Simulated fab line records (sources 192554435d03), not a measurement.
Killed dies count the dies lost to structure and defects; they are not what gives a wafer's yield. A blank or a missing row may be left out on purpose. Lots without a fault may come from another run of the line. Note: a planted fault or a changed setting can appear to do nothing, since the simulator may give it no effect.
Chamber matching ; flow n5-finfet ; 4 sister chambers for N5_BEOL_M3_ALD_84 on ald-metal-04
The step deposits TaN, pulse time 2 s, purge time 3 s, co reactant purge time 2 s. 4 wafers are shown with their chamber, then 7 later ones without.

## WAFERS PAIRED WITH THEIR CHAMBERS
wafer;chamber;heater-power-w (W)
L089.4;3;403
L090.5;1;385
L093.2;2;499
L093.4;0;496

## WAFERS MISSING THEIR CHAMBER
wafer;heater-power-w (W)
L093.6;523
L094.1;382
L094.2;489
L094.6;403
L097.1;501
L097.3;408
L097.5;379

## CHAMBER TAKEN BY EACH
wafer;from the rows above;in truth
L093.6;can't be placed: 2 or 0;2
L094.1;can't be placed: 1 or 3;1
L094.2;can't be placed: 0 or 2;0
L094.6;can't be placed: 3 or 1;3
L097.1;can't be placed: 2 or 0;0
L097.3;can't be placed: 3 or 1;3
L097.5;can't be placed: 1 or 3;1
Placed correctly: 0 of 7. Can't be placed from these rows: 7 (the true chamber is among the candidates in 7). Placed wrongly: 0.
How it was worked out, from the rows above alone: a wafer's distance from a chamber is the root of the sum, over the readings, of the square of ((its reading less the chamber's mean) divided by the reading's scatter). The wafer belongs to the nearest chamber; if the next one is less than 2 further off, it can't be placed. The mean given for a chamber averages the wafers shown for that chamber. The scatter: with one shown wafer a chamber, the root of the mean of the squares of how far each hidden wafer lies from its nearest shown one.
